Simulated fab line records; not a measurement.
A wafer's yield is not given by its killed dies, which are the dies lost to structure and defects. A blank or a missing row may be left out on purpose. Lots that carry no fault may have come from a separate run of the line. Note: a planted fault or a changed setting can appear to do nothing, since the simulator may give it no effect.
fab line records :: flow n5-finfet :: part 2 of 2: steps 22 to 30 of 30
record:
  lots: 5
  wafers: 15
  last-day: 18
route steps=1938 shown ILD0@344 SDB@347
lots untouched by any fault: they come from a run of this same line in which no faults occurred
start-h: hours from the record's opening day to when the first of the lot's shown wafers began :: wait-h: hours elapsed since this lot's preceding step :: " repeats the value in the row above :: L1.1+2: a row that stands for several wafers :: - no value, or no start was given :: * or withheld: withheld :: < > ~ a bound
route shown NAME@n: names a module that has steps shown in the file, with the first one's number in the route :: usual: mean/standard deviation taken from wafers without a fault :: same: alike in all rows :: chamber/n: place in a boat :: sites: the reading at each site :: _std_site: standard deviation of those values :: _edge_site: outer sites' mean less inner sites' :: radius-mm: how far each site lies from the wafer's centre :: mask NAME#n: copy n :: behind: tool/chamber where the wafer was last shaped :: hold: what put the lot on hold/how long, in hours/how the hold closed :: device: the transistor (n, p or np) that didn't switch :: end of line: tests of these same wafers at the route's end :: a step given without rows: its recipe and nothing more :: killed: at the first sort, the dies lost to defects and structure; wafer yield is something else :: map: shows each die of a wafer: x if killed, . if not, _ if none is there
set.NAME: the setting as run; set.NAME@STEP: as run at that earlier step :: model.NAME: the simulator's own value behind a step, which no gauge read
certain route steps with their lots: each step a table, each wafer a row
services: a tool's chamber out of use, with start hour (start-h, from the record's first day; less than 0 if before it), hours out, and reason
== steps ==
step: N5_SDB_STRIP_22
recipe:
  chemistry: N2/H2
  power-w: 1000
  temp-c: 250
  h2-frac: 0.65
  overash-fraction: 0.3
  pressure-mtorr: withheld
  n2-flow-sccm: 1750
  h2-flow-sccm: 3250
usual:
  drypump-motor-current-A: 5.9/0.51
  heater-power-w: 343/52
  oes-product-au: 0.715/0.0052
  strip-time-to-endpoint-s: 96.3/0.3
lot.wafer: L078.2
tool: plasma-asher-02
chamber: 1
start-h: 88.62
wait-h: 0.1
drypump-motor-current-A: 5.8
heater-power-w: 408
oes-product-au: 0.714
rf-hours-counter-h: 39
strip-time-to-endpoint-s: 96.7

lot.wafer: L078.3
tool: plasma-asher-02
chamber: 1
start-h: 88.62
wait-h: 0.1
drypump-motor-current-A: 5.8
heater-power-w: 408
oes-product-au: 0.718
rf-hours-counter-h: -
strip-time-to-endpoint-s: 96.4

lot.wafer: L078.5
tool: plasma-asher-02
chamber: 0
start-h: 88.62
wait-h: 0.1
drypump-motor-current-A: 5.1
heater-power-w: 358
oes-product-au: 0.722
rf-hours-counter-h: -
strip-time-to-endpoint-s: 96.3

lot.wafer: L080.1
tool: plasma-asher-02
chamber: 0
start-h: 106.82
wait-h: 0.1
drypump-motor-current-A: 5.1
heater-power-w: 346
oes-product-au: 0.719
rf-hours-counter-h: 42
strip-time-to-endpoint-s: 96.2

lot.wafer: L080.4
tool: plasma-asher-02
chamber: 1
start-h: 106.82
wait-h: 0.1
drypump-motor-current-A: 5.8
heater-power-w: 413
oes-product-au: 0.710
rf-hours-counter-h: -
strip-time-to-endpoint-s: 96.2

lot.wafer: L080.5
tool: plasma-asher-02
chamber: 0
start-h: 106.82
wait-h: 0.1
drypump-motor-current-A: 5.1
heater-power-w: 351
oes-product-au: 0.712
rf-hours-counter-h: -
strip-time-to-endpoint-s: 96.1

lot.wafer: L086.2
tool: plasma-asher-02
chamber: 0
start-h: 139.92
wait-h: 0.1
drypump-motor-current-A: 5.1
heater-power-w: 359
oes-product-au: 0.721
rf-hours-counter-h: 47
strip-time-to-endpoint-s: 96.5

lot.wafer: L086.3
tool: plasma-asher-02
chamber: 0
start-h: 139.92
wait-h: 0.1
drypump-motor-current-A: 5.1
heater-power-w: 342
oes-product-au: 0.709
rf-hours-counter-h: -
strip-time-to-endpoint-s: 96.3

lot.wafer: L086.6
tool: plasma-asher-02
chamber: 1
start-h: 139.92
wait-h: 0.1
drypump-motor-current-A: 5.8
heater-power-w: 413
oes-product-au: 0.713
rf-hours-counter-h: -
strip-time-to-endpoint-s: 96.6

lot.wafer: L085.1
tool: plasma-asher-01
chamber: 0
start-h: 141.90
wait-h: 0.1
drypump-motor-current-A: 6.1
heater-power-w: 274
oes-product-au: 0.711
rf-hours-counter-h: 102
strip-time-to-endpoint-s: 96.4

lot.wafer: L085.2
tool: plasma-asher-01
chamber: 1
start-h: 141.90
wait-h: 0.1
drypump-motor-current-A: 6.5
heater-power-w: 349
oes-product-au: 0.718
rf-hours-counter-h: 102
strip-time-to-endpoint-s: 96.7

lot.wafer: L085.6
tool: plasma-asher-01
chamber: 0
start-h: 141.90
wait-h: 0.1
drypump-motor-current-A: 6.0
heater-power-w: 271
oes-product-au: 0.713
rf-hours-counter-h: -
strip-time-to-endpoint-s: 96.5

lot.wafer: L095.2
tool: plasma-asher-01
chamber: 1
start-h: 194.67
wait-h: 0.1
drypump-motor-current-A: 6.5
heater-power-w: 352
oes-product-au: 0.706
rf-hours-counter-h: 112
strip-time-to-endpoint-s: 95.8

lot.wafer: L095.4
tool: plasma-asher-01
chamber: 0
start-h: 194.67
wait-h: 0.1
drypump-motor-current-A: 6.0
heater-power-w: 269
oes-product-au: 0.717
rf-hours-counter-h: -
strip-time-to-endpoint-s: 95.9

lot.wafer: L095.5
tool: plasma-asher-01
chamber: 0
start-h: 194.67
wait-h: 0.1
drypump-motor-current-A: 6.0
heater-power-w: 266
oes-product-au: 0.714
rf-hours-counter-h: -
strip-time-to-endpoint-s: 96.0
step: N5_SDB_PRECLEAN_23
recipe:
  chemistry: dHF
  time-s: 30
  temp-c: 25
  dilution: withheld
lot.wafer: L078.2+3+5
tool: wet-bench-06
chamber: 4,6,2
start-h: 88.77
wait-h: 0.1

lot.wafer: L080.1+4+5
tool: wet-bench-03
chamber: 3,2,4
start-h: 106.97
wait-h: 0.1

lot.wafer: L086.2+3+6
tool: wet-bench-03
chamber: 7,2,1
start-h: 140.06
wait-h: 0.1

lot.wafer: L085.1+2+6
tool: wet-bench-03
chamber: 1,7,3
start-h: 142.05
wait-h: 0.1

lot.wafer: L095.2+4+5
tool: wet-bench-06
chamber: 4,5,0
start-h: 194.82
wait-h: 0.1
step: N5_SDB_DUMMY_REMOVE_24
recipe:
  chemistry: TMAH
  temp-c: 70
  target: poly-Si
  stop-on: SiO2
  target-depth-nm: 142
  conc-wt-pct: 5
  time-s: 57
  dry: ipa-marangoni
  rinse-time-s: 30
  rinse-temp-c: 23
lot.wafer: L078.2+3+5
tool: wet-bench-06
chamber: 4,6,2
start-h: 88.78
wait-h: 0.0

lot.wafer: L080.1+4+5
tool: wet-bench-03
chamber: 3,2,4
start-h: 106.98
wait-h: 0.0

lot.wafer: L086.2+3+6
tool: wet-bench-03
chamber: 7,2,1
start-h: 140.08
wait-h: 0.0

lot.wafer: L085.1+2+6
tool: wet-bench-03
chamber: 1,7,3
start-h: 142.06
wait-h: 0.0

lot.wafer: L095.2+4+5
tool: wet-bench-06
chamber: 4,5,0
start-h: 194.83
wait-h: 0.0
step: N5_SDB_ETCH_25
recipe:
  chemistry: C4F6/O2
  target: SiO2
  target-depth-a: 100
  time-s: 3.3
  ion-energy-ev: 250
  mask-material: SiNx
  pressure-mtorr: 30
  source-w: 345
  bias-w: 185
  Ar_flow_sccm: 300
  C4F6_flow_sccm: 10
  O2_flow_sccm: 10
usual:
  drypump-motor-current-A: 5.6/0.56
  mfc-ar-sccm: 300.0/0.83
  oes_ar_750_au: 0.80/0.094
  oes-product-au: 0.80/0.1
  rf-vpp-V: 667/6.7
  showerhead-plenum-p-Torr: 2.87/0.12
  throttle-valve-pct: 21.18/0.18
lot.wafer: L078.2
tool: rie-diel-03
chamber: 1
start-h: 88.84
wait-h: 0.0
drypump-motor-current-A: 6.5
mfc-ar-sccm: 301.6
oes_ar_750_au: 0.91
oes-product-au: 0.91
rf-hours-counter-h: 24
rf-vpp-V: 675
showerhead-plenum-p-Torr: 3.02
throttle-valve-pct: 21.07

lot.wafer: L078.3
tool: rie-diel-03
chamber: 2
start-h: 88.84
wait-h: 0.0
drypump-motor-current-A: 5.3
mfc-ar-sccm: 300.1
oes_ar_750_au: 0.74
oes-product-au: 0.75
rf-hours-counter-h: 175
rf-vpp-V: 662
showerhead-plenum-p-Torr: 2.73
throttle-valve-pct: 21.28

lot.wafer: L078.5
tool: rie-diel-03
chamber: 3
start-h: 88.84
wait-h: 0.0
drypump-motor-current-A: 4.9
mfc-ar-sccm: 300.1
oes_ar_750_au: 0.74
oes-product-au: 0.74
rf-hours-counter-h: -
rf-vpp-V: 671
showerhead-plenum-p-Torr: 2.95
throttle-valve-pct: 21.44

lot.wafer: L080.1
tool: rie-diel-03
chamber: 3
start-h: 107.31
wait-h: 0.3
drypump-motor-current-A: 4.8
mfc-ar-sccm: 299.6
oes_ar_750_au: 0.74
oes-product-au: 0.73
rf-hours-counter-h: 183
rf-vpp-V: 670
showerhead-plenum-p-Torr: 2.95
throttle-valve-pct: 21.43

lot.wafer: L080.4
tool: rie-diel-03
chamber: 1
start-h: 107.31
wait-h: 0.3
drypump-motor-current-A: 6.5
mfc-ar-sccm: 299.4
oes_ar_750_au: 0.90
oes-product-au: 0.90
rf-hours-counter-h: 30
rf-vpp-V: 673
showerhead-plenum-p-Torr: 3.02
throttle-valve-pct: 21.07

lot.wafer: L080.5
tool: rie-diel-03
chamber: 3
start-h: 107.31
wait-h: 0.3
drypump-motor-current-A: 4.9
mfc-ar-sccm: 299.6
oes_ar_750_au: 0.74
oes-product-au: 0.73
rf-hours-counter-h: -
rf-vpp-V: 671
showerhead-plenum-p-Torr: 2.95
throttle-valve-pct: 21.44

lot.wafer: L086.2
tool: rie-diel-03
chamber: 2
start-h: 140.14
wait-h: 0.0
drypump-motor-current-A: 5.3
mfc-ar-sccm: 299.6
oes_ar_750_au: 0.73
oes-product-au: 0.74
rf-hours-counter-h: 188
rf-vpp-V: 661
showerhead-plenum-p-Torr: 2.73
throttle-valve-pct: 21.30

lot.wafer: L086.3
tool: rie-diel-03
chamber: 3
start-h: 140.14
wait-h: 0.0
drypump-motor-current-A: 4.8
mfc-ar-sccm: 299.0
oes_ar_750_au: 0.73
oes-product-au: 0.73
rf-hours-counter-h: 195
rf-vpp-V: 671
showerhead-plenum-p-Torr: 2.94
throttle-valve-pct: 21.48

lot.wafer: L086.6
tool: rie-diel-03
chamber: 1
start-h: 140.14
wait-h: 0.0
drypump-motor-current-A: 6.5
mfc-ar-sccm: 299.8
oes_ar_750_au: 0.88
oes-product-au: 0.89
rf-hours-counter-h: -
rf-vpp-V: 675
showerhead-plenum-p-Torr: 3.01
throttle-valve-pct: 21.09

lot.wafer: L085.1
tool: rie-diel-03
chamber: 1
start-h: 142.12
wait-h: 0.0
drypump-motor-current-A: 6.5
mfc-ar-sccm: 300.4
oes_ar_750_au: 0.88
oes-product-au: 0.88
rf-hours-counter-h: 42
rf-vpp-V: 674
showerhead-plenum-p-Torr: 3.01
throttle-valve-pct: 21.11

lot.wafer: L085.2
tool: rie-diel-03
chamber: 0
start-h: 142.12
wait-h: 0.0
drypump-motor-current-A: 5.5
mfc-ar-sccm: 301.5
oes_ar_750_au: 0.69
oes-product-au: 0.69
rf-hours-counter-h: 241
rf-vpp-V: 663
showerhead-plenum-p-Torr: 2.79
throttle-valve-pct: 21.09

lot.wafer: L085.6
tool: rie-diel-03
chamber: 1
start-h: 142.12
wait-h: 0.0
drypump-motor-current-A: 6.5
mfc-ar-sccm: 299.1
oes_ar_750_au: 0.86
oes-product-au: 0.89
rf-hours-counter-h: -
rf-vpp-V: 674
showerhead-plenum-p-Torr: 3.01
throttle-valve-pct: 21.13

lot.wafer: L095.2
tool: rie-diel-03
chamber: 0
start-h: 194.90
wait-h: 0.0
drypump-motor-current-A: 5.5
mfc-ar-sccm: 299.5
oes_ar_750_au: 0.98
oes-product-au: 0.98
rf-hours-counter-h: 5
rf-vpp-V: 664
showerhead-plenum-p-Torr: 2.79
throttle-valve-pct: 20.77

lot.wafer: L095.4
tool: rie-diel-03
chamber: 2
start-h: 194.90
wait-h: 0.0
drypump-motor-current-A: 5.3
mfc-ar-sccm: 299.6
oes_ar_750_au: 0.72
oes-product-au: 0.71
rf-hours-counter-h: -
rf-vpp-V: 660
showerhead-plenum-p-Torr: 2.72
throttle-valve-pct: 21.33

lot.wafer: L095.5
tool: rie-diel-03
chamber: 1
start-h: 194.90
wait-h: 0.0
drypump-motor-current-A: 6.5
mfc-ar-sccm: 299.2
oes_ar_750_au: 0.84
oes-product-au: 0.86
rf-hours-counter-h: -
rf-vpp-V: 673
showerhead-plenum-p-Torr: 3.00
throttle-valve-pct: 21.14
step: N5_SDB_CUT_ETCH_26
recipe:
  chemistry: HBr/Cl2/O2
  target: Si
  target-depth-a: 1296
  bt-time-s: 20
  mask-material: SiNx
  time-s: 51.8
  ion-energy-ev: *
  bias-w: *
  pressure-mtorr: 10
  icp-w: 800
  HBr_flow_sccm: 150
  Cl2_flow_sccm: 80
  O2_flow_sccm: 12
usual:
  drypump-motor-current-A: 5.5/0.38
  oes-product-au: 1.001/0.014
  throttle-valve-pct: 37.16/0.25
lot.wafer: L078.2
tool: rie-si-05
chamber: 1
start-h: 88.92
wait-h: 0.1
drypump-motor-current-A: 5.4
oes-product-au: 1.009
rf-hours-counter-h: 70
throttle-valve-pct: 37.41

lot.wafer: L078.3
tool: rie-si-05
chamber: 0
start-h: 88.92
wait-h: 0.1
drypump-motor-current-A: 5.4
oes-product-au: 1.020
rf-hours-counter-h: 0
throttle-valve-pct: 37.44

lot.wafer: L078.5
tool: rie-si-05
chamber: 2
start-h: 88.92
wait-h: 0.1
drypump-motor-current-A: 5.5
oes-product-au: 1.010
rf-hours-counter-h: -
throttle-valve-pct: 37.31

lot.wafer: L080.1
tool: rie-si-03
chamber: 1
start-h: 107.40
wait-h: 0.1
drypump-motor-current-A: 5.6
oes-product-au: 0.992
rf-hours-counter-h: 41
throttle-valve-pct: 37.33

lot.wafer: L080.4
tool: rie-si-03
chamber: 0
start-h: 107.40
wait-h: 0.1
drypump-motor-current-A: 5.2
oes-product-au: 0.991
rf-hours-counter-h: 100
throttle-valve-pct: 37.06

lot.wafer: L080.5
tool: rie-si-03
chamber: 1
start-h: 107.40
wait-h: 0.1
drypump-motor-current-A: 5.6
oes-product-au: 0.987
rf-hours-counter-h: -
throttle-valve-pct: 37.32

lot.wafer: L086.2
tool: rie-si-05
chamber: 2
start-h: 140.22
wait-h: 0.1
drypump-motor-current-A: 5.6
oes-product-au: 0.992
rf-hours-counter-h: 99
throttle-valve-pct: 37.33

lot.wafer: L086.3
tool: rie-si-05
chamber: 1
start-h: 140.22
wait-h: 0.1
drypump-motor-current-A: 5.4
oes-product-au: 1.010
rf-hours-counter-h: 71
throttle-valve-pct: 37.40

lot.wafer: L086.6
tool: rie-si-05
chamber: 2
start-h: 140.22
wait-h: 0.1
drypump-motor-current-A: 5.6
oes-product-au: 1.002
rf-hours-counter-h: -
throttle-valve-pct: 37.33

lot.wafer: L085.1
tool: rie-si-03
chamber: 0
start-h: 142.20
wait-h: 0.1
drypump-motor-current-A: 5.2
oes-product-au: 0.986
rf-hours-counter-h: 101
throttle-valve-pct: 37.06

lot.wafer: L085.2
tool: rie-si-03
chamber: 3
start-h: 142.20
wait-h: 0.1
drypump-motor-current-A: 4.7
oes-product-au: 0.982
rf-hours-counter-h: 1
throttle-valve-pct: 36.63

lot.wafer: L085.6
tool: rie-si-03
chamber: 3
start-h: 142.20
wait-h: 0.1
drypump-motor-current-A: 4.7
oes-product-au: 0.988
rf-hours-counter-h: -
throttle-valve-pct: 36.64

lot.wafer: L095.2
tool: rie-si-04
chamber: 3
start-h: 194.98
wait-h: 0.1
drypump-motor-current-A: 5.7
oes-product-au: 0.972
rf-hours-counter-h: 107
throttle-valve-pct: 37.15

lot.wafer: L095.4
tool: rie-si-04
chamber: 0
start-h: 194.98
wait-h: 0.1
drypump-motor-current-A: 5.9
oes-product-au: 1.001
rf-hours-counter-h: 31
throttle-valve-pct: 37.20

lot.wafer: L095.5
tool: rie-si-04
chamber: 0
start-h: 194.98
wait-h: 0.1
drypump-motor-current-A: 5.9
oes-product-au: 0.999
rf-hours-counter-h: -
throttle-valve-pct: 37.20
step: N5_SDB_PRECLEAN_38
recipe:
  chemistry: dHF
  time-s: 10
  dilution: 750:1
  temp-c: 25
lot.wafer: L078.2+3+5
tool: wet-bench-06
chamber: 7,6,4
start-h: 89.04
wait-h: 0.1

lot.wafer: L080.1+4+5
tool: wet-bench-03
chamber: 2,4,5
start-h: 107.51
wait-h: 0.1

lot.wafer: L086.2+3+6
tool: wet-bench-04
chamber: 2,4,3
start-h: 140.34
wait-h: 0.1

lot.wafer: L085.1+2+6
tool: wet-bench-03
chamber: 2,4,6
start-h: 142.32
wait-h: 0.1

lot.wafer: L095.2+4+5
tool: wet-bench-06
chamber: 6,2,0
start-h: 195.10
wait-h: 0.1
step: N5_SDB_PRECLEAN_39
recipe:
  chemistry: O3/DIW
  time-s: 45
  temp-c: 22
  o3-ppm: 10
lot.wafer: L078.2+3+5
tool: wet-bench-06
chamber: 7,6,4
start-h: 89.04
wait-h: 0.0

lot.wafer: L080.1+4+5
tool: wet-bench-03
chamber: 2,4,5
start-h: 107.52
wait-h: 0.0

lot.wafer: L086.2+3+6
tool: wet-bench-04
chamber: 2,4,3
start-h: 140.35
wait-h: 0.0

lot.wafer: L085.1+2+6
tool: wet-bench-03
chamber: 2,4,6
start-h: 142.32
wait-h: 0.0

lot.wafer: L095.2+4+5
tool: wet-bench-06
chamber: 6,2,0
start-h: 195.11
wait-h: 0.0
step: N5_SDB_SRD_28
recipe:
  dry: ipa-marangoni
  time-s: 30
  temp-c: 23
  rinse-liquid: diw
lot.wafer: L078.2+3+5
tool: wet-bench-06
chamber: 7,6,4
start-h: 89.06
wait-h: 0.0

lot.wafer: L080.1+4+5
tool: wet-bench-03
chamber: 2,4,5
start-h: 107.53
wait-h: 0.0

lot.wafer: L086.2+3+6
tool: wet-bench-04
chamber: 2,4,3
start-h: 140.36
wait-h: 0.0

lot.wafer: L085.1+2+6
tool: wet-bench-03
chamber: 2,4,6
start-h: 142.34
wait-h: 0.0

lot.wafer: L095.2+4+5
tool: wet-bench-06
chamber: 6,2,0
start-h: 195.12
wait-h: 0.0
step: N5_SDB_ALD_29
recipe:
  material: SiNx
  target-thk-a: 300
  temp-c: 400
  ald-precursor-family: SiH2I2
  ald-co-reactant: N2/H2-plasma
  pulse-time-s: 1
  ald-cycles: 600
  purge-time-s: 2
  co-reactant-purge-time-s: 2
  pressure-torr: 2
usual:
  heater-power-w: 828/79
  precursor-pulse-height-rel: 1.001/0.019
same:
  purge-time-s: 2
lot.wafer: L078.2
tool: ald-sin-01
chamber: 1
start-h: 89.27
wait-h: 0.2
heater-power-w: 749
precursor-pulse-height-rel: 0.993

lot.wafer: L078.3
tool: ald-sin-01
chamber: 3
start-h: 89.27
wait-h: 0.2
heater-power-w: 927
precursor-pulse-height-rel: 0.999

lot.wafer: L078.5
tool: ald-sin-01
chamber: 3
start-h: 90.62
wait-h: 1.5
heater-power-w: 922
precursor-pulse-height-rel: 0.976

lot.wafer: L080.1
tool: ald-sin-01
chamber: 0
start-h: 107.58
wait-h: 0.0
heater-power-w: 838
precursor-pulse-height-rel: 1.011

lot.wafer: L080.4
tool: ald-sin-01
chamber: 1
start-h: 108.93
wait-h: 1.4
heater-power-w: 774
precursor-pulse-height-rel: 1.005

lot.wafer: L080.5
tool: ald-sin-01
chamber: 3
start-h: 108.93
wait-h: 1.4
heater-power-w: 933
precursor-pulse-height-rel: 1.032

lot.wafer: L086.2
tool: ald-sin-02
chamber: 2
start-h: 140.40
wait-h: 0.0
heater-power-w: 815
precursor-pulse-height-rel: 1.002

lot.wafer: L086.3
tool: ald-sin-02
chamber: 3
start-h: 140.40
wait-h: 0.0
heater-power-w: 831
precursor-pulse-height-rel: 1.005

lot.wafer: L086.6
tool: ald-sin-02
chamber: 1
start-h: 141.76
wait-h: 1.4
heater-power-w: 803
precursor-pulse-height-rel: 1.042

lot.wafer: L085.1
tool: ald-sin-03
chamber: 1
start-h: 142.38
wait-h: 0.0
heater-power-w: 762
precursor-pulse-height-rel: 1.023

lot.wafer: L085.2
tool: ald-sin-03
chamber: 2
start-h: 142.38
wait-h: 0.0
heater-power-w: 954
precursor-pulse-height-rel: 0.999

lot.wafer: L085.6
tool: ald-sin-03
chamber: 2
start-h: 143.74
wait-h: 1.4
heater-power-w: 950
precursor-pulse-height-rel: 0.960

lot.wafer: L095.2
tool: ald-sin-01
chamber: 1
start-h: 195.19
wait-h: 0.1
heater-power-w: 734
precursor-pulse-height-rel: 0.975

lot.wafer: L095.4
tool: ald-sin-01
chamber: 0
start-h: 196.55
wait-h: 1.4
heater-power-w: 793
precursor-pulse-height-rel: 1.000

lot.wafer: L095.5
tool: ald-sin-01
chamber: 1
start-h: 196.55
wait-h: 1.4
heater-power-w: 747
precursor-pulse-height-rel: 1.020
== services ==
tool: cmp-02
chamber: -
start-h: 68.29
hours: 0.6
kind: repair

tool: arfi-scanner-03
chamber: -
start-h: 68.86
hours: 3.0
kind: pm

tool: arfi-scanner-02
chamber: -
start-h: 73.89
hours: 1.0
kind: pm

tool: pecvd-01
chamber: 2
start-h: 87.25
hours: 2.8
kind: repair

tool: ald-sin-01
chamber: 2
start-h: 93.51
hours: 33.4
kind: repair

tool: arfi-scanner-02
chamber: -
start-h: 103.15
hours: 4.9
kind: pm

tool: rie-diel-04
chamber: 3
start-h: 103.26
hours: 4.3
kind: repair

tool: rie-si-05
chamber: -
start-h: 106.04
hours: 14.6
kind: pm

tool: arfi-scanner-03
chamber: -
start-h: 107.64
hours: 1.0
kind: pm

tool: pecvd-01
chamber: 2
start-h: 110.55
hours: 7.9
kind: repair

tool: arfi-scanner-02
chamber: -
start-h: 111.26
hours: 1.0
kind: pm

tool: wet-bench-06
chamber: -
start-h: 115.37
hours: 2.7
kind: repair

tool: rie-si-05
chamber: 3
start-h: 121.01
hours: 25.2
kind: repair

tool: rie-si-05
chamber: 2
start-h: 121.05
hours: 1.9
kind: repair

tool: arfi-scanner-03
chamber: -
start-h: 129.06
hours: 1.0
kind: pm

tool: ald-sin-01
chamber: 0
start-h: 131.12
hours: 7.1
kind: repair

tool: rie-diel-04
chamber: 3
start-h: 138.33
hours: 9.4
kind: repair

tool: arfi-scanner-03
chamber: -
start-h: 138.69
hours: 0.8
kind: pm

tool: cmp-04
chamber: -
start-h: 139.07
hours: 3.9
kind: pm

tool: cmp-04
chamber: -
start-h: 148.99
hours: 0.9
kind: repair

tool: rie-si-05
chamber: 1
start-h: 157.93
hours: 2.6
kind: repair

tool: arfi-scanner-03
chamber: -
start-h: 159.28
hours: 0.8
kind: pm

tool: rie-si-03
chamber: -
start-h: 165.06
hours: 2.8
kind: pm

tool: arfi-scanner-03
chamber: -
start-h: 165.70
hours: 1.3
kind: pm
